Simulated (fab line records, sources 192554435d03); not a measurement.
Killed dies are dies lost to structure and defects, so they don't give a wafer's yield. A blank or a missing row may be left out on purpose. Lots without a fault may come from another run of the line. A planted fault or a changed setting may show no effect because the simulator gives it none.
Split-lot experiment | flow n5_finfet | 7 lots, 39 wafers read, on a route of 1938 steps

THE SPLIT
At N5_MIM_BOT_SPUTTER_00 (material TiN, target thk 35 nm, time 89.7 s), the setting time_s was moved away from the recipe's 89.7 s on 6 of the 39 wafers read, by -29.7% to +37.3%. The other wafers ran this setting at the recipe's value.

The reading is taken at the split's own step.

THE READING
TiN_of_MIM_BOT_SPUTTER_00.thk_nm (the simulator's own value, which no gauge read), in nm, at N5_MIM_BOT_SPUTTER_00 (material TiN, target thk 35 nm, time 89.7 s). The file gives no usual value for it. The 33 wafers here that ran the recipe average 35.2 nm, standard deviation 0.41 nm.

wafer  | tool, chamber at the split | time_s as run, s | against the recipe | TiN_of_MIM_BOT_SPUTTER_00.thk_nm, nm | against lot-mates on the recipe
L074.1 | pvd_sputter-01, -          | 89.7             | recipe             | 35                                   | -
L074.6 | pvd_sputter-01, -          | 89.7             | recipe             | 35                                   | -
L074.2 | pvd_sputter-01, -          | 63.04            | -29.7%             | 24.2                                 | -10.7
L074.3 | pvd_sputter-01, -          | 63.04            | -29.7%             | 24.6                                 | -10.3
L074.5 | pvd_sputter-01, -          | 63.04            | -29.7%             | 24.6                                 | -10.3
L074.4 | pvd_sputter-01, -          | 89.7             | recipe             | 34.8                                 | -
L082.1 | pvd_sputter-02, -          | 123.2            | +37.3%             | 48.4                                 | +13.3
L082.2 | pvd_sputter-02, -          | 123.2            | +37.3%             | 48.2                                 | +13.1
L082.3 | pvd_sputter-02, -          | 123.2            | +37.3%             | 48.6                                 | +13.5
L082.4 | pvd_sputter-02, -          | 89.7             | recipe             | 34.8                                 | -
L082.5 | pvd_sputter-02, -          | 89.7             | recipe             | 35.4                                 | -
L082.6 | pvd_sputter-02, -          | 89.7             | recipe             | 35.2                                 | -
L081.2 | pvd_sputter-02, -          | 89.7             | recipe             | 35.2                                 | -
L081.4 | pvd_sputter-02, -          | 89.7             | recipe             | 35.4                                 | -
L081.5 | pvd_sputter-02, -          | 89.7             | recipe             | 35.8                                 | -
L078.1 | pvd_sputter-02, -          | 89.7             | recipe             | 35.2                                 | -
L078.6 | pvd_sputter-02, -          | 89.7             | recipe             | 35.2                                 | -
L078.2 | pvd_sputter-02, -          | 89.7             | recipe             | 35                                   | -
L078.3 | pvd_sputter-02, -          | 89.7             | recipe             | 35                                   | -
L078.4 | pvd_sputter-02, -          | 89.7             | recipe             | 34.8                                 | -
L078.5 | pvd_sputter-02, -          | 89.7             | recipe             | 34.8                                 | -
L084.1 | pvd_sputter-03, -          | 89.7             | recipe             | 35.2                                 | -
L084.2 | pvd_sputter-03, -          | 89.7             | recipe             | 34.6                                 | -
L084.3 | pvd_sputter-03, -          | 89.7             | recipe             | 35                                   | -
L084.4 | pvd_sputter-03, -          | 89.7             | recipe             | 35                                   | -
L084.5 | pvd_sputter-03, -          | 89.7             | recipe             | 34.8                                 | -
L084.6 | pvd_sputter-03, -          | 89.7             | recipe             | 35.4                                 | -
L091.1 | pvd_sputter-02, -          | 89.7             | recipe             | 36                                   | -
L091.2 | pvd_sputter-02, -          | 89.7             | recipe             | 36                                   | -
L091.3 | pvd_sputter-02, -          | 89.7             | recipe             | 36                                   | -
L091.6 | pvd_sputter-02, -          | 89.7             | recipe             | 36                                   | -
L091.4 | pvd_sputter-02, -          | 89.7             | recipe             | 35.8                                 | -
L091.5 | pvd_sputter-02, -          | 89.7             | recipe             | 35.6                                 | -
L093.1 | pvd_sputter-02, -          | 89.7             | recipe             | 34.8                                 | -
L093.2 | pvd_sputter-02, -          | 89.7             | recipe             | 34.8                                 | -
L093.3 | pvd_sputter-02, -          | 89.7             | recipe             | 34.8                                 | -
L093.4 | pvd_sputter-02, -          | 89.7             | recipe             | 35                                   | -
L093.5 | pvd_sputter-02, -          | 89.7             | recipe             | 35                                   | -
L093.6 | pvd_sputter-02, -          | 89.7             | recipe             | 35                                   | -

THE FIT
A straight line over all 39 wafers: TiN_of_MIM_BOT_SPUTTER_00.thk_nm changes by +0.357 nm for each +1% of time_s; r = +1.00; the points scatter about the line by 0.4 nm.
The same after taking each lot's own level away (the mean of its wafers on the recipe; 39 wafers): +0.354 nm for each +1%; r = +1.00; scatter 0.19 nm.
On that fit, the largest move of time_s shifts the reading by 13 nm.
The lots' own levels span 34.90 to 35.90 nm, that is 2.4 times the standard deviation above.
So the lot-to-lot level changes the slope little: the two slopes agree.
Check: with one of the wafers moved furthest among these (+37.3%) left out of the fit, the line predicts +13.2 nm for it against its lot-mates. It came out at +13.3 nm against them.

OTHER SPLITS ON THESE WAFERS
These wafers also went through other splits before the reading. Each is held against what the fit with the lots' levels taken away leaves over:
other split on the same wafers | wafers away from the commonest value | r with TiN_of_MIM_BOT_SPUTTER_00.thk_nm (lot level and that fit taken away)
N5_BEOL_M15_ILD_DEP_00 time_s  | 15                                   | +0.22

THE FILE'S OWN FIT
TiN_of_MIM_BOT_SPUTTER_00.thk_nm changes by +0.354 nm for each +1% of time_s, r = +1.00.
